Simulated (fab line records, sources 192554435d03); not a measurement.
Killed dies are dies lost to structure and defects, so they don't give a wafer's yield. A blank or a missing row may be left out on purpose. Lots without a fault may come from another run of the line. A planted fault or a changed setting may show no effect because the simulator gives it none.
A struck lot beside a sound one | flow n5_finfet | 14 steps out of a route of 1938
Sound: wafers L371.1, L371.2, L371.5. Struck: wafer L378.4. (L378.3 of the same lot was not struck and is left out.) The cause comes at the end.
At each step with rows: each side's tool, then ch and its chambers, then its first start. Under that, the readings that differ: sound wafers | struck wafers | difference of the means | sigmas: that difference in standard deviations of wafers without a fault.
alike: readings whose means differ by less than 2 such deviations, and words and numbers that are the same on both sides. not compared: withheld readings, readings that some wafer has no value for, bounds like >300 that may hide the same value, and numbers for which the record gives no deviation and whose values overlap.
The two part at a step that has a row with sigmas, a row that says differs or no value, or rows on one side only. Numbers that don't overlap but have no deviation are shown without sigmas and don't part them. A reading that every wafer of one side lacks parts them only if that side has two wafers or more.

first, 8 steps without rows for these wafers: N5_BEOL_M5_COAT_66 (time 60 s, resist thk 12 nm); N5_BEOL_M5_COAT_74 (time 60 s, resist thk 5 nm); N5_BEOL_M5_COAT_22 (resist thk 30 nm); N5_BEOL_M5_EBR_24; N5_BEOL_M5_SOFTBAKE_23 (time 60 s); N5_BEOL_M5_EXPOSE_25 (exposes mask V4, defocus 10 nm); N5_BEOL_M5_PEB_26 (peb time 60 s); N5_BEOL_M5_DEVELOP_27 (develop time 30 s).
N5_BEOL_M5_CD_MEAS_28: target cd 30.6 nm, target cd y 20 nm.
  sound on cd_sem-02 ch 0, day 10 04:46; struck on cd_sem-02 ch 0, day 12 08:11
  alike: cd_nm
N5_BEOL_M5_OVL_MEAS_29:
  sound on overlay-01 ch 0, day 10 04:47; struck on overlay-01 ch 0, day 12 08:14
  alike: V4_OVL
N5_BEOL_M5_INSPECT_30: inspects for defects (brightfield).
  sound on defect_inspect-01, day 10 04:51; struck on defect_inspect-02, day 12 08:17
  reading          | sound       | struck | difference | sigmas
  raw_defect_count | 571 500 639 | 254    | -316       | -3
N5_BEOL_M5_DESCUM_33: chemistry O2, time 7 s.
  sound on rie_diel-03 ch 1,3, day 10 04:53; struck on rie_diel-05 ch 0, day 12 08:29
  reading                     | sound       | struck | difference | sigmas
  drypump_motor_current_A (A) | 5.9 4.9 4.9 | 6.1    | +0.9       | +2
  alike: oes_product_au, rf_fwd_power_W, rf_vpp_V, showerhead_plenum_p_Torr, throttle_valve_pct
  not compared: rf_hours_counter_h
N5_BEOL_M5_ETCH_75: etches underlayer in N2/H2, target depth 6.5 nm, time 5.2 s.
  sound on rie_diel-03 ch 1,3, day 10 04:55; struck on rie_diel-05 ch 0, day 12 08:32
  reading                     | sound             | struck | difference | sigmas
  drypump_motor_current_A (A) | 5.8 4.9 4.9       | 6.1    | +0.9       | +2
  etch_rf_on_time_s (s)       | 5.08 5.01 5.10    | 3.25   | -1.81      | -14
  oes_product_au (a.u.)       | 0.76 0.81 0.79    | 1.00   | +0.21      | +3
  rf_fwd_power_W (W)          | 823.2 822.7 820.3 | 815.6  | -6.5       | -3
  alike: rf_vpp_V, showerhead_plenum_p_Torr, throttle_valve_pct
  not compared: rf_hours_counter_h
N5_BEOL_M5_ETCH_67: etches SiARC in CF4, target depth 15.6 nm, time 26 s.
  sound on rie_diel-03 ch 1,3, day 10 04:56; struck on rie_diel-05 ch 0, day 12 08:32
  reading                     | sound       | struck | difference | sigmas
  drypump_motor_current_A (A) | 5.9 4.9 4.9 | 6.0    | +0.8       | +2
  alike: etch_rf_on_time_s, oes_product_au, rf_fwd_power_W, rf_vpp_V, showerhead_plenum_p_Torr, throttle_valve_pct
  not compared: rf_hours_counter_h

WHERE THEY PART
First at N5_BEOL_M5_INSPECT_30; last, within this record, at N5_BEOL_M5_ETCH_67.

WHY: what the simulator had put in
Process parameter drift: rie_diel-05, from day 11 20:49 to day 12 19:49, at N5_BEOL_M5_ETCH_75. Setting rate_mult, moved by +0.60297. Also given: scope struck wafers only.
